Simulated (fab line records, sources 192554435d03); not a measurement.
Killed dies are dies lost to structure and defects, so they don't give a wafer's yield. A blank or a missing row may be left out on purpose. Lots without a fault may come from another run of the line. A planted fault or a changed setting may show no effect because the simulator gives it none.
Split-lot experiment | flow n5_finfet | 7 lots, 21 wafers read, on a route of 1938 steps

THE SPLIT
At N5_BEOL_M11_ETCH_66 (etches SOC in N2/H2, target depth 120 nm, overetch 24 nm, time 180 s), the setting time_s was moved away from the recipe's 180 s on 9 of the 21 wafers read, by -20.8% to +20.9%. The other wafers ran this setting at the recipe's value.

The reading is taken at the split's own step.

THE READING
SiARC_of_BEOL_M11_COAT_64.thk_nm (the simulator's own value, which no gauge read), in nm, at N5_BEOL_M11_ETCH_66 (etches SOC in N2/H2, target depth 120 nm, overetch 24 nm, time 180 s). The file gives no usual value for it. The 12 wafers here that ran the recipe average 22.6 nm, standard deviation 0.13 nm.

wafer  | tool, chamber at the split | time_s as run, s | against the recipe | SiARC_of_BEOL_M11_COAT_64.thk_nm, nm | against lot-mates on the recipe
L074.3 | rie_diel-02, 0             | 156.4            | -13.1%             | 23.6                                 | +1.0
L074.4 | rie_diel-02, 3,0           | 180              | recipe             | 22.6                                 | -
L074.6 | rie_diel-02, 3,0           | 180              | recipe             | 22.6                                 | -
L076.3 | rie_diel-02, 2,0           | 180              | recipe             | 22.8                                 | -
L076.4 | rie_diel-02, 2,0           | 180              | recipe             | 22.8                                 | -
L076.6 | rie_diel-02, 0             | 212.2            | +17.9%             | 21.4                                 | -1.4
L081.2 | rie_diel-05, 3             | 217.7            | +20.9%             | 21.2                                 | -1.4
L081.3 | rie_diel-05, 3             | 217.7            | +20.9%             | 21.4                                 | -1.2
L081.4 | rie_diel-05, 0             | 180              | recipe             | 22.6                                 | -
L084.3 | rie_diel-03, 1             | 142.6            | -20.8%             | 24.2                                 | no lot-mate on the recipe
L084.5 | rie_diel-03, 1             | 142.6            | -20.8%             | 24.2                                 | no lot-mate on the recipe
L084.4 | rie_diel-03, 0             | 142.6            | -20.8%             | 24.4                                 | no lot-mate on the recipe
L094.4 | rie_diel-05, 0             | 180              | recipe             | 22.6                                 | -
L094.5 | rie_diel-05, 2             | 180              | recipe             | 22.4                                 | -
L094.6 | rie_diel-05, 3             | 208.4            | +15.8%             | 21.8                                 | -0.7
L096.4 | rie_diel-05, 3             | 199.9            | +11.1%             | 22                                   | -0.6
L096.5 | rie_diel-05, 1,0           | 180              | recipe             | 22.6                                 | -
L096.6 | rie_diel-05, 1,0           | 180              | recipe             | 22.6                                 | -
L095.1 | rie_diel-05, 0             | 180              | recipe             | 22.4                                 | -
L095.4 | rie_diel-05, 0             | 180              | recipe             | 22.6                                 | -
L095.5 | rie_diel-05, 3             | 180              | recipe             | 22.8                                 | -
Where a row lists several chambers, the file gives one row for several wafers and doesn't say which wafer went through which chamber.

THE FIT
A straight line over all 21 wafers: SiARC_of_BEOL_M11_COAT_64.thk_nm changes by -0.0702 nm for each +1% of time_s; r = -0.99; the points scatter about the line by 0.15 nm.
The same after taking each lot's own level away (the mean of its wafers on the recipe; 18 wafers): -0.0644 nm for each +1%; r = -0.97; scatter 0.14 nm.
On that fit, the largest move of time_s shifts the reading by 1.3 nm.
The lots' own levels span 22.50 to 22.80 nm, that is 2.3 times the standard deviation above.
So the lot-to-lot level changes the slope little: the two slopes agree.
Check: with one of the wafers moved furthest among these (+20.9%) left out of the fit, the line predicts -1.3 nm for it against its lot-mates. It came out at -1.4 nm against them.

OTHER SPLITS ON THESE WAFERS
These wafers also went through other splits before the reading. Each is held against what the fit with the lots' levels taken away leaves over:
other split on the same wafers | wafers away from the commonest value | r with SiARC_of_BEOL_M11_COAT_64.thk_nm (lot level and that fit taken away)
N5_BEOL_M9_DESCUM_16 time_s    | 7                                    | +0.06
N5_BEOL_M10_ILD_DEP_00 time_s  | 2                                    | +0.27

THE FILE'S OWN FIT
SiARC_of_BEOL_M11_COAT_64.thk_nm changes by -0.0638 nm for each +1% of time_s, r = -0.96.
